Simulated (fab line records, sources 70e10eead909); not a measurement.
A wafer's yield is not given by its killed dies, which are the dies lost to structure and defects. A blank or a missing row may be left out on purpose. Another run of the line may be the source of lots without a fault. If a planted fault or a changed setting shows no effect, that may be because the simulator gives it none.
The tool behind it: which one? / flow nand-harc / 12 lots with 36 wafers sampled at 6 steps, on a route of 1159 steps

WHAT THE GAUGES SHOWED, per wafer
NHARC_P_START_INSPECT_01.
lot=L492; measured=day 1 12:02; on=defect-inspect-02; raw-defect-count=3 0 4
lot=L494; measured=day 2 00:02; on=defect-inspect-01; raw-defect-count=1 4 5
lot=L495; measured=day 2 06:02; on=defect-inspect-02; raw-defect-count=3 5 9
lot=L497; measured=day 2 18:02; on=defect-inspect-02; raw-defect-count=4 1 6
lot=L499; measured=day 3 06:02; on=defect-inspect-01; raw-defect-count=3 4 4
lot=L501; measured=day 3 18:02; on=defect-inspect-01; raw-defect-count=2 1 3
lot=L502; measured=day 4 00:02; on=defect-inspect-01; raw-defect-count=4 3 3
lot=L509; measured=day 5 18:02; on=defect-inspect-01; raw-defect-count=4 3 1
lot=L511; measured=day 6 06:02; on=defect-inspect-01; raw-defect-count=4 3 8
lot=L512; measured=day 6 12:02; on=defect-inspect-02; raw-defect-count=0 2 5
lot=L514; measured=day 7 00:02; on=defect-inspect-01; raw-defect-count=2 1 6
lot=L515; measured=day 7 06:02; on=defect-inspect-01; raw-defect-count=4 5 1

NHARC_P_ZERO_WELL_CD_MEAS_52: the cd target is 2000 nm.
lot=L492; measured=day 1 17:37; on=cd-sem-01; cd-nm (nm)=1998.4 2001.7 2000.4
lot=L494; measured=day 2 05:44; on=cd-sem-02; cd-nm (nm)=1999.9 1998.9 1998.4
lot=L495; measured=day 2 11:38; on=cd-sem-01; cd-nm (nm)=1998.2 1996.9 1998.5
lot=L497; measured=day 2 23:48; on=cd-sem-03; cd-nm (nm)=1999.2 1999.7 2000.7
lot=L499; measured=day 3 11:38; on=cd-sem-01; cd-nm (nm)=2000.5 2000.0 1998.1
lot=L501; measured=day 3 23:37; on=cd-sem-03; cd-nm (nm)=1996.8 1997.2 1998.7
lot=L502; measured=day 4 05:43; on=cd-sem-01; cd-nm (nm)=1881.6 1880.9 1883.8
lot=L509; measured=day 5 23:53; on=cd-sem-02; cd-nm (nm)=1999.9 1999.8 1999.2
lot=L511; measured=day 6 12:04; on=cd-sem-01; cd-nm (nm)=2002.1 1999.8 2001.9
lot=L512; measured=day 6 18:01; on=cd-sem-02; cd-nm (nm)=1999.8 2001.4 1999.0
lot=L514; measured=day 7 05:53; on=cd-sem-01; cd-nm (nm)=2001.7 2002.2 2001.9
lot=L515; measured=day 7 11:54; on=cd-sem-02; cd-nm (nm)=2001.7 2000.9 2001.6

NHARC_P_STI_OCD_MEAS_17.
lot=L492; measured=day 2 11:49; on=ocd-01; trench-depth-nm (nm)=295.7 293.9 298.7; trench-foot-cd-nm (nm)=157.5 158.1 158.8
lot=L494; measured=day 2 21:02; on=ocd-02; trench-depth-nm (nm)=297.2 299.1 300.0; trench-foot-cd-nm (nm)=158.8 160.6 157.2
lot=L495; measured=day 3 06:04; on=ocd-02; trench-depth-nm (nm)=299.9 297.7 297.4; trench-foot-cd-nm (nm)=159.8 160.8 160.3
lot=L497; measured=day 3 17:43; on=ocd-02; trench-depth-nm (nm)=297.1 301.7 301.6; trench-foot-cd-nm (nm)=162.7 161.2 162.3
lot=L499; measured=day 4 07:38; on=ocd-02; trench-depth-nm (nm)=299.1 301.6 298.6; trench-foot-cd-nm (nm)=157.4 157.5 159.3
lot=L501; measured=day 4 15:35; on=ocd-02; trench-depth-nm (nm)=298.2 296.2 294.8; trench-foot-cd-nm (nm)=160.1 159.7 160.2
lot=L502; measured=day 5 02:53; on=ocd-01; trench-depth-nm (nm)=298.4 300.7 298.5; trench-foot-cd-nm (nm)=157.7 158.5 159.0
lot=L509; measured=day 6 18:02; on=ocd-02; trench-depth-nm (nm)=304.1 298.8 303.9; trench-foot-cd-nm (nm)=159.8 161.2 160.5
lot=L511; measured=day 7 06:05; on=ocd-02; trench-depth-nm (nm)=296.2 300.1 299.1; trench-foot-cd-nm (nm)=157.8 157.9 158.5
lot=L512; measured=day 7 11:54; on=ocd-01; trench-depth-nm (nm)=304.4 304.4 303.0; trench-foot-cd-nm (nm)=155.0 156.1 159.1
lot=L514; measured=day 8 02:30; on=ocd-01; trench-depth-nm (nm)=298.6 297.9 299.8; trench-foot-cd-nm (nm)=158.9 160.0 159.1
lot=L515; measured=day 8 02:39; on=ocd-02; trench-depth-nm (nm)=303.5 297.3 296.8; trench-foot-cd-nm (nm)=157.5 159.0 160.0

NHARC_END_SORT_01.
lot=L492; measured=day 21 01:56; on=prober-01; killed-at-array=14 14 9; killed-at-other=1 0 1; killed-at-periphery=2 2 3; killed-dies=17 16 13; killed-open=2 4 1; killed-short=2 2 3
lot=L494; measured=day 20 11:13; on=prober-01; killed-at-array=19 22 12; killed-at-other=0 0 0; killed-at-periphery=3 2 7; killed-dies=22 24 19; killed-open=4 1 3; killed-short=0 1 0
lot=L495; measured=day 20 18:26; on=prober-02; killed-at-array=34 32 30; killed-at-other=4 2 2; killed-at-periphery=5 1 3; killed-dies=43 35 35; killed-open=3 2 1; killed-short=2 1 1
lot=L497; measured=day 21 02:14; on=prober-02; killed-at-array=30 34 37; killed-at-other=0 0 1; killed-at-periphery=1 4 9; killed-dies=31 38 47; killed-open=0 4 5; killed-short=1 5 3
lot=L499; measured=day 21 10:04; on=prober-02; killed-at-array=30 34 32; killed-at-other=1 1 0; killed-at-periphery=1 4 5; killed-dies=32 39 37; killed-open=2 1 3; killed-short=0 0 2
lot=L501; measured=day 21 19:28; on=prober-02; killed-at-array=35 42 44; killed-at-other=0 0 1; killed-at-periphery=2 4 2; killed-dies=37 46 47; killed-open=2 3 2; killed-short=3 4 0
lot=L502; measured=day 23 03:00; on=prober-01; killed-at-array=4 15 15; killed-at-other=0 0 1; killed-at-periphery=5 4 5; killed-dies=9 19 21; killed-open=0 4 7; killed-short=3 1 2
lot=L509; measured=day 23 23:45; on=prober-01; killed-at-array=29 45 34; killed-at-other=0 1 0; killed-at-periphery=1 1 2; killed-dies=30 47 36; killed-open=3 2 3; killed-short=2 2 4
lot=L511; measured=day 24 07:34; on=prober-02; killed-at-array=26 23 26; killed-at-other=0 2 0; killed-at-periphery=3 0 2; killed-dies=29 25 28; killed-open=4 1 2; killed-short=1 3 3
lot=L512; measured=day 24 23:17; on=prober-01; killed-at-array=24 32 27; killed-at-other=3 1 1; killed-at-periphery=7 3 4; killed-dies=34 36 32; killed-open=0 1 5; killed-short=0 0 0
lot=L514; measured=day 25 07:52; on=prober-02; killed-at-array=43 39 28; killed-at-other=1 1 1; killed-at-periphery=2 1 4; killed-dies=46 41 33; killed-open=8 2 4; killed-short=4 2 2
lot=L515; measured=day 25 00:52; on=prober-02; killed-at-array=23 34 22; killed-at-other=1 1 1; killed-at-periphery=3 1 1; killed-dies=27 36 24; killed-open=3 5 3; killed-short=2 2 0

WHAT TOOL EACH LOT RAN ON (gives the tool, then ch and the chambers of the sampled wafers, and finally the start)
lot=L492; NHARC_P_ZERO_WELL_EXPOSE_49=krf-scanner-04 ch 0, day 1 17:28; NHARC_P_ZERO_WELL_DESCUM_54=rie-diel-07 ch 1,3, day 1 17:47
lot=L494; NHARC_P_ZERO_WELL_EXPOSE_49=krf-scanner-02 ch 0, day 2 05:35; NHARC_P_ZERO_WELL_DESCUM_54=rie-diel-11 ch 0,1,3, day 2 05:54
lot=L495; NHARC_P_ZERO_WELL_EXPOSE_49=krf-scanner-03 ch 0, day 2 11:29; NHARC_P_ZERO_WELL_DESCUM_54=rie-diel-07 ch 0,2,3, day 2 11:49
lot=L497; NHARC_P_ZERO_WELL_EXPOSE_49=krf-scanner-03 ch 0, day 2 23:38; NHARC_P_ZERO_WELL_DESCUM_54=rie-diel-07 ch 0,1,2, day 2 23:58
lot=L499; NHARC_P_ZERO_WELL_EXPOSE_49=krf-scanner-02 ch 0, day 3 11:29; NHARC_P_ZERO_WELL_DESCUM_54=rie-diel-11 ch 0,1,3, day 3 11:48
lot=L501; NHARC_P_ZERO_WELL_EXPOSE_49=krf-scanner-02 ch 0, day 3 23:28; NHARC_P_ZERO_WELL_DESCUM_54=rie-diel-07 ch 0,2,3, day 3 23:47
lot=L502; NHARC_P_ZERO_WELL_EXPOSE_49=krf-scanner-02 ch 0, day 4 05:34; NHARC_P_ZERO_WELL_DESCUM_54=rie-diel-12 ch 0,3, day 4 05:54
lot=L509; NHARC_P_ZERO_WELL_EXPOSE_49=krf-scanner-02 ch 0, day 5 23:44; NHARC_P_ZERO_WELL_DESCUM_54=rie-diel-07 ch 0,1,2, day 6 00:05
lot=L511; NHARC_P_ZERO_WELL_EXPOSE_49=krf-scanner-04 ch 0, day 6 11:55; NHARC_P_ZERO_WELL_DESCUM_54=rie-diel-11 ch 0,1,3, day 6 12:13
lot=L512; NHARC_P_ZERO_WELL_EXPOSE_49=krf-scanner-04 ch 0, day 6 17:52; NHARC_P_ZERO_WELL_DESCUM_54=rie-diel-07 ch 1,2,3, day 6 18:11
lot=L514; NHARC_P_ZERO_WELL_EXPOSE_49=krf-scanner-02 ch 0, day 7 05:44; NHARC_P_ZERO_WELL_DESCUM_54=rie-diel-07 ch 0,1,2, day 7 06:04
lot=L515; NHARC_P_ZERO_WELL_EXPOSE_49=krf-scanner-04 ch 0, day 7 11:45; NHARC_P_ZERO_WELL_DESCUM_54=rie-diel-12 ch 0,1, day 7 12:05
- NHARC_P_ZERO_WELL_EXPOSE_49: exposes mask P HVPW, target cd 2000 nm.
- NHARC_P_ZERO_WELL_DESCUM_54: chemistry O2, time 3 s.

WHAT THE TOOLS THEMSELVES READ (means of the sampled wafers that have a number; where no wafer has one, the mark that the record gives instead)
NHARC_P_ZERO_WELL_EXPOSE_49.
lot=L492 tool=krf-scanner-04 exposure-dose-mJ-cm2=22.645
lot=L494 tool=krf-scanner-02 exposure-dose-mJ-cm2=22.654
lot=L495 tool=krf-scanner-03 exposure-dose-mJ-cm2=22.615
lot=L497 tool=krf-scanner-03 exposure-dose-mJ-cm2=22.658
lot=L499 tool=krf-scanner-02 exposure-dose-mJ-cm2=22.616
lot=L501 tool=krf-scanner-02 exposure-dose-mJ-cm2=22.625
lot=L502 tool=krf-scanner-02 exposure-dose-mJ-cm2=22.636
lot=L509 tool=krf-scanner-02 exposure-dose-mJ-cm2=22.657
lot=L511 tool=krf-scanner-04 exposure-dose-mJ-cm2=22.612
lot=L512 tool=krf-scanner-04 exposure-dose-mJ-cm2=22.665
lot=L514 tool=krf-scanner-02 exposure-dose-mJ-cm2=22.665
lot=L515 tool=krf-scanner-04 exposure-dose-mJ-cm2=22.612

NHARC_P_ZERO_WELL_DESCUM_54.
lot=L492; tool=rie-diel-07; drypump-motor-current-A (A)=6.1; oes-product-au (a.u.)=0.994; rf-vpp-V (V)=58.0; showerhead-plenum-p-Torr (Torr)=1.96; throttle-valve-pct (%)=11.307
lot=L494; tool=rie-diel-11; drypump-motor-current-A (A)=5.8; oes-product-au (a.u.)=1.011; rf-vpp-V (V)=57.3; showerhead-plenum-p-Torr (Torr)=1.91; throttle-valve-pct (%)=11.305
lot=L495; tool=rie-diel-07; drypump-motor-current-A (A)=5.8; oes-product-au (a.u.)=1.000; rf-vpp-V (V)=58.3; showerhead-plenum-p-Torr (Torr)=1.98; throttle-valve-pct (%)=11.305
lot=L497; tool=rie-diel-07; drypump-motor-current-A (A)=5.7; oes-product-au (a.u.)=0.997; rf-vpp-V (V)=58.2; showerhead-plenum-p-Torr (Torr)=1.93; throttle-valve-pct (%)=11.310
lot=L499; tool=rie-diel-11; drypump-motor-current-A (A)=5.8; oes-product-au (a.u.)=0.998; rf-vpp-V (V)=58.2; showerhead-plenum-p-Torr (Torr)=1.91; throttle-valve-pct (%)=11.312
lot=L501; tool=rie-diel-07; drypump-motor-current-A (A)=5.8; oes-product-au (a.u.)=0.992; rf-vpp-V (V)=57.8; showerhead-plenum-p-Torr (Torr)=1.98; throttle-valve-pct (%)=11.312
lot=L502; tool=rie-diel-12; drypump-motor-current-A (A)=5.4; oes-product-au (a.u.)=0.994; rf-vpp-V (V)=59.3; showerhead-plenum-p-Torr (Torr)=2.03; throttle-valve-pct (%)=11.318
lot=L509; tool=rie-diel-07; drypump-motor-current-A (A)=5.7; oes-product-au (a.u.)=0.992; rf-vpp-V (V)=57.2; showerhead-plenum-p-Torr (Torr)=1.93; throttle-valve-pct (%)=11.312
lot=L511; tool=rie-diel-11; drypump-motor-current-A (A)=5.8; oes-product-au (a.u.)=0.994; rf-vpp-V (V)=57.0; showerhead-plenum-p-Torr (Torr)=1.91; throttle-valve-pct (%)=11.308
lot=L512; tool=rie-diel-07; drypump-motor-current-A (A)=5.9; oes-product-au (a.u.)=0.992; rf-vpp-V (V)=57.0; showerhead-plenum-p-Torr (Torr)=1.93; throttle-valve-pct (%)=11.307
lot=L514; tool=rie-diel-07; drypump-motor-current-A (A)=5.7; oes-product-au (a.u.)=0.991; rf-vpp-V (V)=58.0; showerhead-plenum-p-Torr (Torr)=1.93; throttle-valve-pct (%)=11.313
lot=L515; tool=rie-diel-12; drypump-motor-current-A (A)=5.5; oes-product-au (a.u.)=1.005; rf-vpp-V (V)=57.9; showerhead-plenum-p-Torr (Torr)=2.00; throttle-valve-pct (%)=11.316

THE ANSWER, worked out from the rows above alone
Rule: the usual values come from the lots themselves. The widest of any qualifying gaps counts: lots, ordered by their means at a reading, are off when they make up no more than a third of the lots, leave a main group of 4 or more, and stand apart from it by 3 or more times the standard deviation of that group's means. A main group is skipped when, at the precision printed for the reading in the tables above, its means are all equal. Also off: a lot with no number at a reading for which 4 or more lots have one. Where the step has rows for the other lots, those lots are counted as sound. Order of review: gauges by route order, followed by the tools' own readings, for which a lot's mean as printed above is used. At the first step where some lot is off, the reading lying furthest off is the one used; lots without a number count as furthest.
Off at NHARC_P_ZERO_WELL_CD_MEAS_52 (cd-nm): L502. The main group: mean 1999.9 nm, standard deviation 1.3.
If a tool, at a process step before that reading, ran all the lots that are off and no sound lot after the first of them, it fits. Gauges at NHARC_P_ZERO_WELL_CD_MEAS_52: tried the same way as those tools. None of those tried fits.

WHAT THE SIMULATOR HAD INSERTED
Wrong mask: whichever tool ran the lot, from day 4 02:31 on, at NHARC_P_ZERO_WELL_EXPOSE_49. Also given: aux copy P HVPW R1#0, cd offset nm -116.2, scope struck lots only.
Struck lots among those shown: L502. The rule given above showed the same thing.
